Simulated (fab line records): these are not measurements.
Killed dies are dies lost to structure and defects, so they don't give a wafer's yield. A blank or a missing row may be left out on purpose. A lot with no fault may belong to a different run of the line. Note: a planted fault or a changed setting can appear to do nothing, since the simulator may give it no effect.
Matching of chambers :: flow n5Finfet :: rieSi-05 running N5_DUMMY_GATE_ETCH_44: 4 sister chambers
The step etches poly-Si in HBr/O2, stops on SiO2, target depth 127.5 nm. 7 wafers are shown with their chamber, then 7 later ones without.

== WAFERS PAIRED WITH THEIR CHAMBERS ==
wafer: L078.1
chamber: 0
throttleValvePct (%): 18.17
drypumpMotorCurrentA (A): 5.8

wafer: L080.1
chamber: 0
throttleValvePct (%): 18.17
drypumpMotorCurrentA (A): 5.8

wafer: L080.6
chamber: 3
throttleValvePct (%): 18.50
drypumpMotorCurrentA (A): 5.7

wafer: L081.3
chamber: 1
throttleValvePct (%): 18.23
drypumpMotorCurrentA (A): 5.9

wafer: L081.5
chamber: 2
throttleValvePct (%): 19.03
drypumpMotorCurrentA (A): 6.4

wafer: L082.1
chamber: 1
throttleValvePct (%): 18.22
drypumpMotorCurrentA (A): 5.8

wafer: L082.4
chamber: 2
throttleValvePct (%): 19.03
drypumpMotorCurrentA (A): 6.4

== WAFERS WITH NO CHAMBER GIVEN ==
wafer: L082.6
throttleValvePct (%): 18.22
drypumpMotorCurrentA (A): 5.9

wafer: L083.1
throttleValvePct (%): 19.03
drypumpMotorCurrentA (A): 6.4

wafer: L083.2
throttleValvePct (%): 18.17
drypumpMotorCurrentA (A): 5.8

wafer: L083.5
throttleValvePct (%): 18.47
drypumpMotorCurrentA (A): 5.7

wafer: L089.4
throttleValvePct (%): 18.16
drypumpMotorCurrentA (A): 5.8

wafer: L089.5
throttleValvePct (%): 18.50
drypumpMotorCurrentA (A): 5.7

wafer: L089.6
throttleValvePct (%): 18.23
drypumpMotorCurrentA (A): 5.8

== CHAMBER TAKEN BY EACH ==
wafer: L082.6
from the rows above: 1
in truth: 1

wafer: L083.1
from the rows above: 2
in truth: 2

wafer: L083.2
from the rows above: 0
in truth: 0

wafer: L083.5
from the rows above: 3
in truth: 3

wafer: L089.4
from the rows above: 0
in truth: 0

wafer: L089.5
from the rows above: 3
in truth: 3

wafer: L089.6
from the rows above: 1
in truth: 1
Correct placement for 7 of the 7. Not placeable from these rows: 0. Number placed wrongly: 0.
How it was worked out, from the rows above alone: a wafer's distance from a chamber is the root of the sum, over the readings, of the square of ((its reading less the chamber's mean) divided by the reading's scatter). If the next closest chamber is less than 2 further off than the closest, the wafer can't be placed; otherwise it belongs to the closest. Each chamber's mean is taken over the wafers shown for it. How the scatter is found: for the shown wafers, subtract from each reading the mean of its chamber, square and add these, divide the total by (wafers less chambers), then take the root.
